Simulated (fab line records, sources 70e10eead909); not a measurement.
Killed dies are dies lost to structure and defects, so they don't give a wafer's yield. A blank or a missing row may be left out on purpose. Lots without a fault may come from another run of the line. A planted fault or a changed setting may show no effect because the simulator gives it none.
Chamber matching | flow nand_harc | NHARC_P_GATE_ETCH_32 on rie_si-01: 4 sister chambers
The step etches the open film in HBr/Cl2, target depth 150 nm, time 100.1 s. 20 wafers are shown with their chamber, then 10 later ones without.

WAFERS WITH THEIR CHAMBER
wafer  | chamber | drypump_motor_current_A (A) | oes_product_au (a.u.) | throttle_valve_pct (%)
L074.1 | 1       | 6.0                         | 1.008                 | 26.405
L074.5 | 3       | 5.9                         | 0.998                 | 26.406
L074.6 | 0       | 5.5                         | 0.996                 | 26.407
L075.1 | 0       | 5.5                         | 0.999                 | 26.392
L075.3 | 3       | 5.8                         | 0.992                 | 26.410
L075.4 | 2       | 5.8                         | 0.997                 | 26.427
L080.1 | 3       | 5.9                         | 1.000                 | 26.414
L080.4 | 2       | 5.8                         | 0.995                 | 26.403
L080.5 | 0       | 5.5                         | 1.000                 | 26.404
L082.1 | 3       | 5.9                         | 0.996                 | 26.411
L082.3 | 1       | 5.9                         | 0.986                 | 26.401
L082.6 | 1       | 5.9                         | 1.003                 | 26.407
L085.3 | 3       | 5.8                         | 0.982                 | 26.392
L085.5 | 2       | 5.8                         | 0.995                 | 26.407
L085.6 | 3       | 5.8                         | 0.995                 | 26.394
L089.4 | 2       | 5.8                         | 1.007                 | 26.408
L089.5 | 2       | 5.8                         | 1.000                 | 26.386
L089.6 | 1       | 5.9                         | 1.007                 | 26.398
L093.1 | 1       | 5.9                         | 1.005                 | 26.399
L093.5 | 1       | 5.9                         | 1.005                 | 26.401

SIGNATURES (means of the wafers above)
reading                 | chamber 0 | chamber 1 | chamber 2 | chamber 3 | scatter within a chamber
drypump_motor_current_A | 5.500     | 5.917     | 5.800     | 5.850     | 0.0382
oes_product_au          | 0.99833   | 1.00233   | 0.99880   | 0.99383   | 0.00637
throttle_valve_pct      | 26.40100  | 26.40183  | 26.40620  | 26.40450  | 0.0096
Rule: a wafer's distance from a chamber is the root of the sum, over the readings, of the square of ((its reading less the chamber's mean) divided by the reading's scatter). The wafer belongs to the nearest chamber; if the next one is less than 2 further off, it can't be placed. The scatter: the root of (the sum of the squares of (reading less its chamber's mean) over the shown wafers, divided by (wafers less chambers)).

WAFERS WITHOUT THEIR CHAMBER
wafer  | drypump_motor_current_A (A) | oes_product_au (a.u.) | throttle_valve_pct (%)
L093.6 | 5.8                         | 1.010                 | 26.412
L094.2 | 5.8                         | 0.998                 | 26.406
L094.4 | 5.9                         | 1.007                 | 26.399
L094.6 | 5.8                         | 1.003                 | 26.401
L096.2 | 5.5                         | 0.995                 | 26.423
L096.3 | 5.9                         | 0.995                 | 26.404
L096.5 | 5.5                         | 0.995                 | 26.398
L097.2 | 6.0                         | 1.004                 | 26.406
L097.3 | 5.9                         | 0.995                 | 26.409
L097.5 | 5.9                         | 0.988                 | 26.415

WHICH CHAMBER EACH WENT THROUGH
wafer  | from the rows above          | in truth
L093.6 | can't be placed: 2 or 3 or 1 | 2
L094.2 | can't be placed: 2 or 3      | 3
L094.4 | can't be placed: 1 or 3      | 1
L094.6 | can't be placed: 2 or 3      | 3
L096.2 | 0                            | 0
L096.3 | can't be placed: 1 or 3 or 2 | 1
L096.5 | 0                            | 0
L097.2 | 1                            | 1
L097.3 | can't be placed: 3 or 1 or 2 | 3
L097.5 | can't be placed: 3 or 1 or 2 | 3
Placed correctly: 3 of 10. Can't be placed from these rows: 7 (the true chamber is among the candidates in 7). Placed wrongly: 0.
